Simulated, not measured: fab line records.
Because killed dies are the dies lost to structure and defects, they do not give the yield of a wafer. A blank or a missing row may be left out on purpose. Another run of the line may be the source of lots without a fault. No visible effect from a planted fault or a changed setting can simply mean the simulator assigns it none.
Split-lot experiment -- flow n5 finfet -- 21 wafers read across 7 lots, on a route 1938 steps long

THE SPLIT ITSELF
At N5_BEOL_M1_ILD_DEP_00 (deposits SiOC from DEMS/O2, target thk 79 nm, time 15.3 s), the setting time s was moved away from the recipe's 15.3 s on 5 of the 21 wafers read, by -11.4% to +13.3%. For the rest of the wafers, this setting stayed at what the recipe calls for.

Split to reading: the file shows no intervening step.

THE READING
Values of M1_ILD_THK in nm from N5_BEOL_M1_THK_MEAS_01. Fault-free wafers of this fab line usually give 79.3 nm, standard deviation 1.2 nm.

wafer,"tool, chamber at the split","time s as run, s",against the recipe,"M1_ILD_THK, nm",against lot-mates on the recipe
L074.1,"pecvd-01, 1",15.3,recipe,77.7,-
L074.2,"pecvd-01, 2",15.3,recipe,80.0,-
L074.6,"pecvd-01, 0",15.3,recipe,81.0,-
L075.1,"pecvd-01, 2,0",15.3,recipe,80.1,-
L075.4,"pecvd-01, 2,0",15.3,recipe,80.2,-
L075.5,"pecvd-01, 2",14.26,-6.8%,76.8,-3.4
L076.2,"pecvd-01, 0",17.34,+13.3%,89.0,+9.6
L076.3,"pecvd-01, 1",15.3,recipe,78.0,-
L076.6,"pecvd-01, 0",15.3,recipe,80.8,-
L079.2,"pecvd-02, 1",15.3,recipe,77.9,-
L079.3,"pecvd-02, 0",13.55,-11.4%,69.1,-8.8
L079.4,"pecvd-02, 1",13.55,-11.4%,69.6,-8.3
L080.3,"pecvd-01, 2",15.3,recipe,80.1,-
L080.5,"pecvd-01, 2",15.3,recipe,80.9,-
L080.6,"pecvd-01, 0",15.3,recipe,81.0,-
L092.1,"pecvd-02, 1",15.3,recipe,77.8,-
L092.4,"pecvd-02, 2",17.26,+12.8%,90.3,+12.1
L092.5,"pecvd-02, 1",15.3,recipe,78.5,-
L096.2,"pecvd-04, 0",15.3,recipe,78.6,-
L096.4,"pecvd-04, 2",15.3,recipe,80.7,-
L096.6,"pecvd-04, 1",15.3,recipe,81.1,-
Where a row lists several chambers, the file gives one row for several wafers and doesn't say which wafer went through which chamber.

FIT RESULTS
A straight line over all 21 wafers: M1_ILD_THK changes by +0.794 nm for each +1% of time s; r = +0.96; the points scatter about the line by 1.4 nm.
The same after taking each lot's own level away (the mean of its wafers on the recipe; 21 wafers): +0.774 nm for each +1%; r = +0.97; scatter 1.1 nm.
According to that fit, moving time s by its largest amount changes the reading by 10 nm.
Across the lots, their own levels run from 77.90 to 80.67 nm, a range of 2.3 times the standard deviation given above.
So the lot-to-lot level changes the slope little: the two slopes agree.
Check: with one of the wafers moved furthest among these (+13.3%) left out of the fit, the line predicts +11 nm for it against its lot-mates. It came out at +9.6 nm against them.

THE OTHER SPLITS THESE WAFERS WENT THROUGH
These wafers also went through other splits before the reading. Each is held against what the fit with the lots' levels taken away leaves over:
other split on the same wafers,wafers away from the commonest value,r with M1_ILD_THK (lot level and that fit taken away)
N5_BEOL_M0_ETCH_138 source w,7,+0.13
N5_BEOL_M0_TRENCH_ETCH_107 target depth a,14,-0.08

THE WHOLE CHAIN: every reading that the file lists as answering this split, in the file's order
step,what it does,reading,change (the file's fit),r (the file's)
N5_BEOL_M1_ILD_DEP_00,"deposits SiOC from DEMS/O2, target thk 79 nm, time 15.3 s","SiOC_of_BEOL_M1_ILD_DEP_00.thk nm (the simulator's own value, which no gauge read)",+0.782 nm for each +1% of the setting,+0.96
N5_BEOL_M1_THK_MEAS_01,,M1_ILD_THK,+0.78 for each +1% of the setting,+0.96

THE FILE'S OWN FIT
M1_ILD_THK changes by +0.78 nm for each +1% of time s, r = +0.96.
